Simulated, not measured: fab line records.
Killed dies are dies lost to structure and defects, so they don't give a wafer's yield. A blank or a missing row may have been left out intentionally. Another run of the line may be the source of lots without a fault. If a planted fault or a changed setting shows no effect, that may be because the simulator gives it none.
2 desks looking at one fault ; flow n5-finfet ; each desk has only its own numbers; what lay behind them comes last

AT THE TOOL OWNER'S DESK: rie-diel-06
The tool's own readings at N5_BEOL_M0_SAQP_ETCH_88 (etches underlayer in N2/H2, target depth 6.5 nm, time 5.2 s): means of the sampled wafers that have a number, for each lot that ran on this tool. Marked OUT: a lot whose mean sits more than 4 standard deviations from the usual mean, which makes it out of limits; the brackets give that distance.
Columns: A = bias-w at N5_BEOL_M0_SAQP_ETCH_88, usual 150.0 W; B = drypump-motor-current-A at N5_BEOL_M0_SAQP_ETCH_88, usual 5.7 A; C = etch-rf-on-time-s at N5_BEOL_M0_SAQP_ETCH_88, usual 5.19 s; D = oes-product-au at N5_BEOL_M0_SAQP_ETCH_88, usual 0.66 a.u.; E = rf-vpp-V at N5_BEOL_M0_SAQP_ETCH_88, usual 523.9 V; F = showerhead-plenum-p-Torr at N5_BEOL_M0_SAQP_ETCH_88, usual 2.54 Torr; G = throttle-valve-pct at N5_BEOL_M0_SAQP_ETCH_88, usual 17.8 %
lot;first seen here;A;B;C;D;E;F;G
L597;day 6 18:59;150.0;5.4;4.77 (-4.6) OUT;0.76;525.4;2.56;17.9
L600;day 7 11:24;150.0;5.4;4.77 (-4.5) OUT;0.71;523.4;2.51;18.0
L613;day 10 19:08;150.1;5.2;5.24;0.63;524.4;2.57;18.1
L616;day 11 12:14;150.2;5.6;5.16;0.69;523.7;2.52;17.7
This desk's verdict: out of limits on L597, L600, starting with L597 at day 6 18:59 (etch-rf-on-time-s at N5_BEOL_M0_SAQP_ETCH_88). Within limits: L613, L616.

METROLOGY DESK
What the gauges read, lot by lot, whatever tool the lot ran on: means of the sampled wafers that have a number. Marked OUT: a lot whose mean sits more than 4 standard deviations from the usual mean, which makes it out of limits; the brackets give that distance. Only the readings that lie furthest out on some lot appear, 7 of the 11 it has.
Columns: A = cd-nm at N5_BEOL_M0_SAQP_CD_MEAS_14, usual 42.4 nm; B = DIBL_N at N5_BEOL_M4_RC_MEAS_101, usual 36.9 mV/V; C = DIBL_P at N5_BEOL_M4_RC_MEAS_101, usual 36.7 mV/V; D = IOFF_P at N5_BEOL_M4_RC_MEAS_101, usual 0.22 nA/um; E = ION_P at N5_BEOL_M4_RC_MEAS_101, usual 461 uA/um; F = VT_N at N5_BEOL_M4_RC_MEAS_101, usual 249 mV; G = VT_P at N5_BEOL_M4_RC_MEAS_101, usual -250 mV
lot;first seen here;A;B;C;D;E;F;G
L597;day 6 14:25;41.9;38.3;39.8;0.23;461;247;-250
L600;day 7 07:22;42.5;36.3;36.7;0.23;466;248;-247
L606;day 8 23:37;42.7;35.8;35.7;0.17;456;251;-254
L610;day 9 20:30;42.4;35.4;34.9;0.20;460;251;-252
L611;day 10 06:05;42.0;36.1;34.9;0.25;470;249;-245
L612;day 10 07:57;43.0;37.2;37.2;0.26;466;248;-245
L613;day 10 13:02;42.6;35.9;37.4;0.21;463;249;-249
L614;day 10 16:12;42.5;34.4;33.5;0.18;459;255;-252
L615;day 10 22:10;42.5;37.1;38.0;0.27;471;247;-246
L616;day 11 08:16;42.3;38.8;38.4;0.24;462;251;-248
Result from this desk: across the 10 lots, nothing is out of limits.

BROUGHT TOGETHER
At day 6 18:59, on L597, L600, the tool owner's desk was in a position to raise an alarm.
The metrology desk saw nothing out of limits.
The metrology desk holds a record of L597, L600, inside its limits.
On rie-diel-06, each named lot ran N5_BEOL_M0_SAQP_ETCH_88.

WHAT HAD BEEN PUT IN BY THE SIMULATOR
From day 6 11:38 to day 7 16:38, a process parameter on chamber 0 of rie-diel-06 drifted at N5_BEOL_M0_SAQP_ETCH_88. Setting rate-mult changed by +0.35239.
Shown lots that were struck: L597, L600.
Each desk's first reading out of limits, in hours after the fault started: the tool owner's desk, 7.
